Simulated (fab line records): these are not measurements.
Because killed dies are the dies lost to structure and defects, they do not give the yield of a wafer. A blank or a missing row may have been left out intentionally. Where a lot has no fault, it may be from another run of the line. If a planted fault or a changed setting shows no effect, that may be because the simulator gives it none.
Matching of chambers || flow nand-harc || NHARC_A_BLC_ALD_23 on ald-metal-02: 4 sister chambers
The step deposits TiN, target thk 3 nm, pulse time 1 s, ald cycles 150. 8 wafers are shown with their chamber, then 10 later ones without.

== WAFERS WITH THEIR CHAMBER ==
{"wafer": "L083.2", "chamber": 3, "heater-power-w (W)": 1091, "precursor-pulse-height-rel": 0.981}
{"wafer": "L086.2", "chamber": 3, "heater-power-w (W)": 1098, "precursor-pulse-height-rel": 0.972}
{"wafer": "L086.6", "chamber": 1, "heater-power-w (W)": 1006, "precursor-pulse-height-rel": 1.023}
{"wafer": "L087.1", "chamber": 2, "heater-power-w (W)": 1133, "precursor-pulse-height-rel": 1.021}
{"wafer": "L087.2", "chamber": 1, "heater-power-w (W)": 1005, "precursor-pulse-height-rel": 0.988}
{"wafer": "L087.6", "chamber": 0, "heater-power-w (W)": 1128, "precursor-pulse-height-rel": 1.013}
{"wafer": "L088.3", "chamber": 2, "heater-power-w (W)": 1116, "precursor-pulse-height-rel": 1.013}
{"wafer": "L088.5", "chamber": 0, "heater-power-w (W)": 1089, "precursor-pulse-height-rel": 0.985}

== WAFERS MISSING THEIR CHAMBER ==
{"wafer": "L088.6", "heater-power-w (W)": 1013, "precursor-pulse-height-rel": 1.006}
{"wafer": "L091.2", "heater-power-w (W)": 1105, "precursor-pulse-height-rel": 1.023}
{"wafer": "L091.3", "heater-power-w (W)": 999, "precursor-pulse-height-rel": 1.006}
{"wafer": "L091.6", "heater-power-w (W)": 1116, "precursor-pulse-height-rel": 1.014}
{"wafer": "L092.1", "heater-power-w (W)": 1112, "precursor-pulse-height-rel": 1.003}
{"wafer": "L092.3", "heater-power-w (W)": 1124, "precursor-pulse-height-rel": 0.973}
{"wafer": "L092.5", "heater-power-w (W)": 1000, "precursor-pulse-height-rel": 1.016}
{"wafer": "L096.4", "heater-power-w (W)": 1022, "precursor-pulse-height-rel": 0.979}
{"wafer": "L096.5", "heater-power-w (W)": 1121, "precursor-pulse-height-rel": 1.008}
{"wafer": "L096.6", "heater-power-w (W)": 1110, "precursor-pulse-height-rel": 0.987}

== CHAMBER TAKEN BY EACH ==
{"wafer": "L088.6", "from the rows above": 1, "in truth": 1}
{"wafer": "L091.2", "from the rows above": "can't be placed: 2 or 0 or 3", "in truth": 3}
{"wafer": "L091.3", "from the rows above": 1, "in truth": 1}
{"wafer": "L091.6", "from the rows above": "can't be placed: 2 or 0", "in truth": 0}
{"wafer": "L092.1", "from the rows above": "can't be placed: 0 or 2 or 3", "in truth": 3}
{"wafer": "L092.3", "from the rows above": "can't be placed: 0 or 3 or 2", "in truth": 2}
{"wafer": "L092.5", "from the rows above": 1, "in truth": 1}
{"wafer": "L096.4", "from the rows above": 1, "in truth": 1}
{"wafer": "L096.5", "from the rows above": "can't be placed: 2 or 0 or 3", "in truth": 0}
{"wafer": "L096.6", "from the rows above": "can't be placed: 0 or 3 or 2", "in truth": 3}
Correctly placed: 4 of 10. Can't be placed from these rows: 6 (the true chamber is among the candidates in 6). Number placed wrongly: 0.
How it was worked out, from the rows above alone: a wafer's distance from a chamber is the root of the sum, over the readings, of the square of ((its reading less the chamber's mean) divided by the reading's scatter). The wafer belongs to the nearest chamber; if the next one is less than 2 further off, it can't be placed. Each chamber's mean is taken over the wafers shown for it. The scatter: the root of (the sum of the squares of (reading less its chamber's mean) over the shown wafers, divided by (wafers less chambers)).
